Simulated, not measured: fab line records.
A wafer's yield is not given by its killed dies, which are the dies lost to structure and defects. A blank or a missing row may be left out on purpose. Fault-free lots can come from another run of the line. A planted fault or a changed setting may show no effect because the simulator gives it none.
fab line records -- flow nandHarc
[record] lots = 14, wafers = 42, lastDay = 33
route steps=1302 shown P_BONDPAD@375 THIN_TSV@1261 END@1302
lots that met no fault: taken from a fault-free run of the same line
startH: hours from the record's opening day to when the first of the lot's shown wafers began -- waitH: how many hours have passed since the lot's step before this one -- " unchanged from the row above -- L1.1+2: a row that stands for several wafers -- - either no value or no given start -- * or withheld: withheld -- < > ~ a bound
route shown NAME@n: a module of which the file shows steps, and the number in the route of the first -- usual: mean/standard deviation taken from wafers without a fault -- same: alike in all rows -- chamber/n: place in a boat -- sites: the reading at each site -- _std_site: the standard deviation of these -- _edge_site: outer sites' mean less inner sites' -- radiusMm: how far each site lies from the wafer's centre -- mask NAME#n: copy n -- behind: tool/chamber where the wafer was last shaped -- hold: reason for holding the lot/hours on hold/outcome of the hold -- device: names the non-switching transistor (n, p or np) -- end of line: tests run on the same wafers once the route is complete -- a step without rows: its recipe alone -- killed: dies that structure and defects cost at the first sort, which is not the same as the wafer's yield -- map: a wafer's dies, x killed, . not, _ none there
set.NAME: the setting as run; set.NAME@STEP: as run at that earlier step -- model.NAME: the simulator's own value behind a step, which no gauge read
a sample of lots followed through the steps of the route, with each step as a table and each wafer as a row
services: the hour from which a tool's chamber was out of use, counted from the record's first day as startH (under 0 if before that day), plus the number of hours and why
[[steps]]
[step NHARC_P_BONDPAD_PRE_CLEAN_26]
[recipe] timeS = 30, tempC = 280, gas = H2/He
[usual] heaterPowerW = 415/48
lot.wafer,tool,chamber,startH,waitH,heaterPowerW
L350.3,pvdSputter-01,-,150.71,-,442
L350.2,pvdSputter-01,-,150.71,-,396
L350.1,pvdSputter-01,-,150.71,-,387
L351.1,pvdSputter-01,-,152.39,-,432
L351.3,pvdSputter-01,-,152.39,-,376
L351.5,pvdSputter-01,-,152.39,-,479
L352.4,pvdSputter-03,-,159.25,-,327
L352.1,pvdSputter-03,-,159.25,-,412
L352.5,pvdSputter-03,-,159.25,-,415
L353.4,pvdSputter-03,-,163.52,-,413
L353.2,pvdSputter-03,-,163.52,-,332
L353.6,pvdSputter-03,-,163.52,-,329
L354.1,pvdSputter-02,-,176.61,-,386
L354.3,pvdSputter-02,-,176.61,-,332
L354.2,pvdSputter-02,-,176.61,-,409
L355.2,pvdSputter-02,-,188.67,-,381
L355.3,pvdSputter-02,-,188.67,-,344
L355.1,pvdSputter-02,-,188.67,-,490
L357.1,pvdSputter-01,-,210.08,-,484
L357.3,pvdSputter-01,-,210.08,-,429
L357.5,pvdSputter-01,-,210.08,-,366
L361.4,pvdSputter-01,-,250.67,-,363
L361.1,pvdSputter-01,-,250.67,-,484
L361.5,pvdSputter-01,-,250.67,-,359
L362.1,pvdSputter-01,-,253.54,-,361
L362.2,pvdSputter-01,-,253.54,-,495
L362.5,pvdSputter-01,-,253.54,-,441
L368.2,pvdSputter-03,-,322.39,-,449
L368.4,pvdSputter-03,-,322.39,-,400
L368.3,pvdSputter-03,-,322.39,-,329
L369.3,pvdSputter-02,-,327.28,-,412
L369.4,pvdSputter-02,-,327.28,-,474
L369.1,pvdSputter-02,-,327.28,-,398
L371.1,pvdSputter-01,-,339.61,-,493
L371.2,pvdSputter-01,-,339.61,-,360
L371.5,pvdSputter-01,-,339.61,-,489
L370.3,pvdSputter-02,-,340.67,-,372
L370.1,pvdSputter-02,-,340.67,-,403
L370.6,pvdSputter-02,-,340.67,-,465
L373.2,pvdSputter-02,-,365.38,-,368
L373.4,pvdSputter-02,-,365.38,-,399
L373.3,pvdSputter-02,-,365.38,-,395
[step NHARC_THIN_TSV_DESCUM_14]
[recipe] timeS = 3, o2FlowSccm = 200, arFlowSccm = 0, biasPowerW = 0, chemistry = O2
[usual] drypumpMotorCurrentA = 5.7/0.57, oesProductAu = 1.000/0.0077, rfVppV = 57.6/0.89, showerheadPlenumPTorr = 1.88/0.08, throttleValvePct = 11.310/0.008
lot.wafer,tool,chamber,startH,waitH,drypumpMotorCurrentA,oesProductAu,rfHoursCounterH,rfVppV,showerheadPlenumPTorr,throttleValvePct
L351.3,rieDiel-13,3,555.81,-,5.6,0.991,0.7,58.0,1.80,11.311
L351.1,rieDiel-13,1,555.81,-,4.9,1.003,0.9,58.4,1.82,11.295
L351.5,rieDiel-13,0,555.81,-,6.4,0.992,-,58.2,1.84,11.320
L350.1,rieDiel-10,2,557.15,-,6.0,0.998,4.7,58.7,1.97,11.295
L350.2,rieDiel-10,3,557.15,-,6.6,1.002,6.3,57.0,1.94,11.303
L350.3,rieDiel-10,0,557.15,-,6.4,1.014,7.1,57.6,1.92,11.303
L352.1,rieDiel-05,1,564.30,-,5.1,0.996,9.0,59.2,2.04,11.315
L352.5,rieDiel-05,0,564.30,-,5.5,1.001,-,58.5,2.04,11.319
L352.4,rieDiel-05,3,564.30,-,5.1,1.000,-,57.7,1.83,11.305
L354.2,rieDiel-05,0,582.13,-,5.5,1.005,10.2,57.0,2.03,11.315
L354.3,rieDiel-05,2,582.13,-,5.1,1.006,8.1,57.1,1.85,11.305
L354.1,rieDiel-05,3,582.13,-,5.1,0.992,9.2,56.8,1.83,11.307
L353.4,rieDiel-13,3,583.19,-,5.5,0.995,2.3,58.4,1.80,11.315
L353.2,rieDiel-13,0,583.19,-,6.4,0.994,2.4,56.6,1.84,11.327
L353.6,rieDiel-13,1,583.19,-,5.0,1.024,-,56.8,1.82,11.312
L355.3,rieDiel-05,0,601.14,-,5.4,1.006,0.1,58.7,2.03,11.311
L355.1,rieDiel-05,2,601.14,-,5.1,0.991,0.1,57.8,1.85,11.308
L355.2,rieDiel-05,3,601.14,-,5.1,0.995,0.1,57.1,1.83,11.322
L357.1,rieDiel-13,2,613.13,-,5.4,0.986,4.5,57.5,1.94,11.296
L357.3,rieDiel-13,3,613.13,-,5.6,0.993,4.2,58.1,1.80,11.301
L357.5,rieDiel-13,3,613.13,-,5.6,0.995,-,57.3,1.80,11.315
L361.1,rieDiel-13,2,647.52,-,5.4,0.995,6.6,57.0,1.94,11.317
L361.5,rieDiel-13,1,647.52,-,5.0,1.008,-,57.1,1.81,11.309
L361.4,rieDiel-13,3,647.52,-,5.6,0.985,-,57.6,1.80,11.309
L362.2,rieDiel-13,2,662.70,-,5.4,1.002,7.2,57.9,1.94,11.310
L362.1,rieDiel-13,3,662.70,-,5.6,0.995,6.9,56.7,1.80,11.308
L362.5,rieDiel-13,1,662.70,-,5.0,1.005,-,58.5,1.81,11.310
L369.3,rieDiel-10,2,746.70,-,6.0,1.011,8.7,58.2,1.97,11.302
L369.1,rieDiel-10,1,746.70,-,6.5,1.006,8.5,58.1,1.81,11.296
L369.4,rieDiel-10,2,746.70,-,6.0,1.006,-,59.3,1.97,11.322
L368.4,rieDiel-13,3,747.89,-,5.6,0.996,2.1,57.5,1.80,11.295
L368.2,rieDiel-13,0,747.89,-,6.5,1.006,2.3,56.9,1.84,11.302
L368.3,rieDiel-13,1,747.89,-,5.0,0.998,2.0,57.0,1.81,11.319
L371.1,rieDiel-13,0,755.69,-,6.4,1.000,2.9,56.4,1.84,11.312
L371.2,rieDiel-13,1,755.69,-,5.0,1.006,2.8,56.8,1.81,11.310
L371.5,rieDiel-13,3,755.69,-,5.6,0.996,-,57.5,1.80,11.315
L370.1,rieDiel-13,3,764.80,-,5.6,0.999,3.3,57.8,1.80,11.302
L370.3,rieDiel-13,0,764.80,-,6.5,1.011,3.5,58.1,1.84,11.307
L370.6,rieDiel-13,1,764.80,-,5.0,0.998,-,56.6,1.81,11.309
L373.2,rieDiel-13,1,765.99,-,5.0,0.992,3.7,59.2,1.81,11.324
L373.3,rieDiel-13,3,765.99,-,5.6,0.998,3.7,56.0,1.80,11.328
L373.4,rieDiel-13,0,765.99,-,6.4,1.015,-,57.6,1.84,11.311
[step NHARC_THIN_TSV_ANNEAL_52]
[recipe] tempC = 225, timeS = 90
[usual] wafer_temp_C_max = 225.85/0.21
lot.wafer,tool,chamber,startH,waitH,wafer_temp_C_max
L351.1,rtpAnneal-01,0,559.66,0.6,225.96
L351.3,rtpAnneal-01,0,559.66,0.6,226.27
L351.5,rtpAnneal-01,0,559.66,0.6,226.16
L350.1,rtpAnneal-01,0,560.92,0.5,225.76
L350.2,rtpAnneal-01,0,560.92,0.5,225.72
L350.3,rtpAnneal-01,0,560.92,0.5,225.86
L352.1,rtpAnneal-02,0,568.20,0.6,226.03
L352.4,rtpAnneal-02,0,568.20,0.6,225.90
L352.5,rtpAnneal-02,0,568.20,0.6,225.64
L354.1,rtpAnneal-01,0,585.95,0.6,226.12
L354.2,rtpAnneal-01,0,585.95,0.6,225.70
L354.3,rtpAnneal-01,0,585.95,0.6,225.52
L353.2,rtpAnneal-02,0,587.08,0.7,225.87
L353.4,rtpAnneal-02,0,587.08,0.7,225.98
L353.6,rtpAnneal-02,0,587.08,0.7,226.24
L355.1,rtpAnneal-01,0,605.18,0.5,225.89
L355.2,rtpAnneal-01,0,605.18,0.5,225.88
L355.3,rtpAnneal-01,0,605.18,0.5,225.66
L357.1,rtpAnneal-01,0,616.92,0.5,225.74
L357.3,rtpAnneal-01,0,616.92,0.5,225.82
L357.5,rtpAnneal-01,0,616.92,0.5,225.67
L361.1,rtpAnneal-01,0,651.46,0.6,225.92
L361.4,rtpAnneal-01,0,651.46,0.6,226.00
L361.5,rtpAnneal-01,0,651.46,0.6,225.93
L362.1,rtpAnneal-02,0,666.54,0.6,225.73
L362.2,rtpAnneal-02,0,666.54,0.6,225.64
L362.5,rtpAnneal-02,0,666.54,0.6,225.79
L369.1,rtpAnneal-01,0,750.85,0.6,226.04
L369.3,rtpAnneal-01,0,750.85,0.6,226.00
L369.4,rtpAnneal-01,0,750.85,0.6,226.00
L368.2,rtpAnneal-01,0,752.12,0.8,225.83
L368.3,rtpAnneal-01,0,752.12,0.8,225.62
L368.4,rtpAnneal-01,0,752.12,0.8,226.03
L371.1,rtpAnneal-02,0,759.46,0.6,226.15
L371.2,rtpAnneal-02,0,759.46,0.6,225.97
L371.5,rtpAnneal-02,0,759.46,0.6,225.58
L370.1,rtpAnneal-01,0,768.73,0.6,226.42
L370.3,rtpAnneal-01,0,768.73,0.6,225.63
L370.6,rtpAnneal-01,0,768.73,0.6,225.55
L373.2,rtpAnneal-01,0,770.04,0.6,226.14
L373.3,rtpAnneal-01,0,770.04,0.6,225.69
L373.4,rtpAnneal-01,0,770.04,0.6,226.03
[step NHARC_END_SORT_01]
[recipe] tempC = 25
[usual] defectLimitedYield = 90/3.3, killedAtArray = 61/23, killedAtOther = 1.3/1.4, killedAtPeriphery = 4.0/2.6, killedDies = 66/22, killedOpen = 3.4/1.8, killedShort = 2.3/1.4
[same] grossDies = 677
lot.wafer,tool,chamber,startH,waitH,defectLimitedYield[%],killedAtArray,killedAtOther,killedAtPeriphery,killedDies,killedOpen,killedShort
L354.1,prober-01,0,596.89,2.5,90,63,1,5,69,6,3
L354.2,prober-01,0,597.70,2.8,91,56,0,4,60,2,3
L354.3,prober-01,0,598.51,3.1,92,48,1,5,54,0,3
L361.1,prober-01,0,663.75,2.5,93,41,2,3,46,1,4
L361.4,prober-01,0,666.15,3.4,85,32,0,72,104,3,4
L361.5,prober-01,0,666.95,3.7,82,39,1,79,119,1,5
L362.1,prober-01,0,677.78,2.5,81,57,3,68,128,3,1
L362.2,prober-01,0,678.57,2.8,89,70,1,2,73,5,1
L362.5,prober-01,0,680.96,3.7,91,56,0,5,61,4,4
L371.1,prober-01,0,771.52,2.5,91,57,0,4,61,2,2
L371.2,prober-01,0,772.32,2.8,91,57,1,4,62,6,0
L371.5,prober-01,0,774.73,3.7,90,60,1,4,65,4,3
// killed by level:class
L354.1 A_CHANNEL_HOLE_D1:chamberFilmFlake=38 A_CHANNEL_HOLE_D2:chamberFilmFlake=10 A_CONTACT:chamberFilmFlake=4 A_ONON_D2:geometricParticle:open=2 A_M1:chamberFilmFlake=2 P_GATE:geometricParticle:open=1 P_CONTACT:geometricParticle:open=1 A_SOURCE_PLATE:geometricParticle:open=1
L354.2 A_CHANNEL_HOLE_D1:chamberFilmFlake=29 A_CHANNEL_HOLE_D2:chamberFilmFlake=11 A_M1:chamberFilmFlake=4 A_WL_FILL:geometricParticle:short=2 P_STI:chamberFilmFlake=2 A_CHANNEL_FILL_D1:chamberFilmFlake=2 A_DECK1_JOINT:chamberFilmFlake=2 A_CONTACT:chamberFilmFlake=2
L354.3 A_CHANNEL_HOLE_D1:chamberFilmFlake=33 A_CHANNEL_HOLE_D2:chamberFilmFlake=9 P_STI:chamberFilmFlake=3 A_M1:chamberFilmFlake=2 P_GATE:geometricParticle:short=1 A_ONON_D1:geometricParticle:short=1 A_M1:geometricParticle:short=1 P_GATE:chamberFilmFlake=1
L361.1 A_CHANNEL_HOLE_D2:chamberFilmFlake=26 A_CHANNEL_HOLE_D1:chamberFilmFlake=4 A_STAIRCASE:chamberFilmFlake=3 THIN_TSV:chamberFilmFlake=2 P_GATE:geometricParticle:short=1 A_ONON_D1:geometricParticle:open=1 A_DECK1_JOINT:geometricParticle:short=1 A_SGD_CUT:geometricParticle:short=1
L361.4 P_BONDPAD:unspecified=69 A_CHANNEL_HOLE_D2:chamberFilmFlake=13 A_CHANNEL_HOLE_D1:chamberFilmFlake=9 A_CONTACT:chamberFilmFlake=3 P_CONTACT:geometricParticle:short=1 P_M0:geometricParticle:open=1 A_ONON_D1:geometricParticle:short=1 A_CHANNEL_HOLE_D2:geometricParticle:open=1
L361.5 P_BONDPAD:unspecified=76 A_CHANNEL_HOLE_D2:chamberFilmFlake=20 A_CHANNEL_HOLE_D1:chamberFilmFlake=8 A_SGD_CUT:chamberFilmFlake=3 P_GATE:geometricParticle:short=1 A_DECK1_JOINT:geometricParticle:short=1 A_CHANNEL_FILL_D2:geometricParticle:short=1 A_CHANNEL_FILL_D2:geometricParticle:open=1
L362.1 P_BONDPAD:unspecified=67 A_SLIT:chamberFilmFlake=25 A_CHANNEL_HOLE_D2:chamberFilmFlake=15 A_CHANNEL_HOLE_D1:chamberFilmFlake=5 A_CONTACT:chamberFilmFlake=5 THIN_TSV:chamberFilmFlake=3 A_ONON_D1:geometricParticle:open=1 A_CONTACT:geometricParticle:open=1
L362.2 A_SLIT:chamberFilmFlake=31 A_CHANNEL_HOLE_D2:chamberFilmFlake=13 A_CONTACT:chamberFilmFlake=11 A_CHANNEL_HOLE_D1:chamberFilmFlake=5 A_M0:geometricParticle:open=2 A_STAIRCASE:chamberFilmFlake=2 A_WL_FILL:chamberFilmFlake=2 P_STI:geometricParticle:open=1
L362.5 A_SLIT:chamberFilmFlake=23 A_CHANNEL_HOLE_D2:chamberFilmFlake=13 A_STAIRCASE:chamberFilmFlake=6 A_CONTACT:chamberFilmFlake=6 A_CHANNEL_FILL_D1:geometricParticle:open=2 A_CHANNEL_FILL_D2:geometricParticle:short=2 A_CHANNEL_HOLE_D1:chamberFilmFlake=2 P_STI:geometricParticle:short=1
L371.1 A_CHANNEL_HOLE_D2:chamberFilmFlake=25 A_CHANNEL_HOLE_D1:chamberFilmFlake=9 A_SLIT:chamberFilmFlake=7 A_DECK1_JOINT:chamberFilmFlake=4 A_M1:chamberFilmFlake=4 A_CHANNEL_FILL_D1:chamberFilmFlake=3 P_GATE:chamberFilmFlake=2 A_CONTACT:chamberFilmFlake=2
L371.2 A_CHANNEL_HOLE_D2:chamberFilmFlake=30 A_CHANNEL_HOLE_D1:chamberFilmFlake=7 A_M1:chamberFilmFlake=7 A_SLIT:chamberFilmFlake=6 A_WL_FILL:geometricParticle:open=3 A_CONTACT:chamberFilmFlake=2 P_CONTACT:geometricParticle:open=1 P_M0:geometricParticle:open=1
L371.5 A_CHANNEL_HOLE_D2:chamberFilmFlake=20 A_CHANNEL_HOLE_D1:chamberFilmFlake=17 A_SLIT:chamberFilmFlake=7 A_CONTACT:chamberFilmFlake=4 A_M1:chamberFilmFlake=3 A_CHANNEL_FILL_D1:geometricParticle:open=2 P_GATE:chamberFilmFlake=2 A_DECK1_JOINT:chamberFilmFlake=2
[[services]]
tool,chamber,startH,hours,kind
rieDiel-13,2,129.00,4.2,repair
rieDiel-13,2,137.63,11.9,repair
rieDiel-13,-,165.02,9.0,pm
pvdSputter-01,-,175.57,34.0,repair
rieDiel-13,0,180.20,3.5,repair
pvdSputter-01,-,226.00,10.0,pm
rieDiel-13,0,242.54,4.3,repair
rieDiel-13,0,288.67,14.8,repair
rieDiel-13,2,300.44,9.4,repair
rieDiel-13,-,329.93,0.3,repair
rieDiel-13,-,342.02,9.0,pm
rtpAnneal-01,-,372.00,12.0,pm
pvdSputter-01,-,404.00,10.0,pm
rieDiel-13,3,467.93,1.9,repair
rieDiel-13,3,475.17,6.2,repair
rieDiel-13,1,480.86,5.4,repair
pvdSputter-01,-,491.36,2.0,repair
rieDiel-13,-,519.04,9.0,pm
rieDiel-13,3,547.43,2.9,repair
pvdSputter-01,-,582.01,10.0,pm
rieDiel-13,-,628.07,0.5,repair
rieDiel-13,0,637.30,15.2,repair
rieDiel-13,-,696.04,9.0,pm
rieDiel-13,2,761.27,11.4,repair
[[key]]
[firstSign] step = NHARC_END_SORT_01, reading = killedAtPeriphery, direction = up, sigmas = 26, usual = 4.0, struck = 73
[effect] step = NHARC_END_SORT_01, reading = defectLimitedYield, direction = down, sigmas = 2.3, usual = 90, struck = 83
[moreKillsBornAt] NHARC_P_BONDPAD_PRE_CLEAN_26@pvdSputter-01 = 212
metAt NHARC_P_BONDPAD_PRE_CLEAN_26
struckLots L361,L362
struckWafers L361.4,L361.5,L362.1
notActingAt NHARC_THIN_TSV_DESCUM_14,NHARC_THIN_TSV_ANNEAL_52
onsetBetween 210.08 250.67
[fault] kind = chamberParticleSource, tool = pvdSputter-01, chamber = -, onsetH = 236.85, steps = NHARC_P_BONDPAD_PRE_CLEAN_26, ratePerVisitCm2 = 1.3315, endH = 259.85, scope = struckWafersOnly
